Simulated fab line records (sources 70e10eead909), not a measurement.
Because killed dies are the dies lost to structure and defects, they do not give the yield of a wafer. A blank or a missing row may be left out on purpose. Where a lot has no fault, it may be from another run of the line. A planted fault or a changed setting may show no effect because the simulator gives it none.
Struck lot and sound lot, side by side + flow nand harc + 20 steps out of a route of 1302
Sound: the wafers L265.3, L265.5, L265.6. Wafers struck: L259.1, L259.3, L259.4. The cause is given at the end.
Per side, at each step with rows, come the tool, then ch with its chambers, and then its first start. Under that, the readings that differ: sound wafers + struck wafers + difference of the means + sigmas: that difference in standard deviations of wafers without a fault.
alike: same words and numbers on both sides, and readings whose means sit less than 2 such deviations apart. not compared: any withheld reading, any reading some wafer has no value for, any bound like >300 that may hide the same value, and any number with overlapping values for which the record gives no deviation.
Wherever a step has rows on one side only, a row that says differs or no value, or a row with sigmas, the two part there. When numbers do not overlap yet have no deviation, they are printed without sigmas and do not part them. Lack of a reading on every wafer of one side parts them only where that side has two or more wafers.

first, 1 step without rows for these wafers: NHARC_A_BLC_SRD_27.
NHARC_A_BLC_INSPECT_28:
  struck on defect inspect-02, day 26 18:19; sound on defect inspect-01, day 29 01:10
  alike: raw defect count
then, 9 steps without rows for these wafers: NHARC_A_M0_DEP_00 (deposits SiOC, target thk 150 nm); NHARC_A_M0_DEHYDRATE_01 (time 120 s); NHARC_A_M0_HMDS_02 (time 30 s); NHARC_A_M0_COAT_33 (time 65 s); NHARC_A_M0_COAT_03 (resist thk 90 nm); NHARC_A_M0_SOFTBAKE_04 (time 55 s); NHARC_A_M0_EBR_05; NHARC_A_M0_EXPOSE_06 (exposes mask A M0, target cd 80 nm); NHARC_A_M0_PEB_07 (peb time 65 s).
NHARC_A_M0_DEVELOP_08: develop time 35 s.
  sound on litho track-06 ch 0, day 29 01:00; struck on litho track-06 ch 0, day 26 19:00
  alike: resist line temp C
NHARC_A_M0_CD_MEAS_09: target cd 80 nm.
  sound on cd sem-01 ch 0, day 29 02:04; struck on cd sem-03 ch 0, day 26 19:20
| reading    | sound          | struck         | difference | sigmas |
|------------|----------------|----------------|------------|--------|
| cd nm (nm) | 80.2 80.1 79.6 | 81.7 82.4 81.2 | +1.8       | +3     |
NHARC_A_M0_OVL_MEAS_10: pitch 160 nm.
  struck on overlay-02, day 26 19:26; sound on overlay-02, day 29 02:10
  alike: overlay x nm, overlay y nm
NHARC_A_M0_INSPECT_11:
  struck on defect inspect-02, day 26 19:28; sound on defect inspect-02, day 29 02:11
  alike: raw defect count
NHARC_A_M0_DESCUM_14: chemistry O2, time 3 s.
  sound on rie diel-08 ch 0,3, day 29 02:15; struck on rie diel-08 ch 0,1,3, day 26 19:32
| reading               | sound             | struck            | difference | sigmas |
|-----------------------|-------------------|-------------------|------------|--------|
| model.A_M0.cd nm (nm) | 80.11 80.47 79.93 | 81.98 81.83 81.48 | +1.59      |        |
  alike: drypump motor current A, oes product au, rf vpp V, showerhead plenum p Torr, throttle valve pct
  not compared: rf hours counter h
NHARC_A_M0_ETCH_34: etches the open film in N2/H2, target depth 40 nm, overetch 12 nm, time 43.94 s.
  sound on rie diel-08 ch 2,3, day 29 02:20; struck on rie diel-08 ch 0,1,2, day 26 19:37
  alike: drypump motor current A, oes product au, rf vpp V, showerhead plenum p Torr, throttle valve pct
  not compared: rf hours counter h
NHARC_A_M0_ETCH_15: etches the open film in C4F8/Ar, target depth 150 nm, overetch 15 nm, time 82.5 s.
  sound on rie diel-08 ch 1,2; struck on rie diel-08 ch 0,2,3
| reading               | sound            | struck           | difference | sigmas |
|-----------------------|------------------|------------------|------------|--------|
| model.A_M0.cd nm (nm) | 80.19 80.3 79.92 | 82.27 81.56 81.5 | +1.64      |        |
  alike: oes product au, rf vpp V
  not compared: rf hours counter h
NHARC_A_M0_CD_MEAS_16:
  struck on cd sem-02, day 26 19:50; sound on cd sem-02, day 29 02:34
  alike: cd nm
next, for these wafers, 1 step has no rows: NHARC_END_SORT_01.

WHERE THEY PART
At NHARC_A_M0_CD_MEAS_09 and nowhere else, as far as this record goes. Later steps at which nothing parts them and some readings are alike: NHARC_A_M0_OVL_MEAS_10, NHARC_A_M0_INSPECT_11, NHARC_A_M0_DESCUM_14, NHARC_A_M0_ETCH_34, NHARC_A_M0_ETCH_15, NHARC_A_M0_CD_MEAS_16.

WHY: what had been put in by the simulator
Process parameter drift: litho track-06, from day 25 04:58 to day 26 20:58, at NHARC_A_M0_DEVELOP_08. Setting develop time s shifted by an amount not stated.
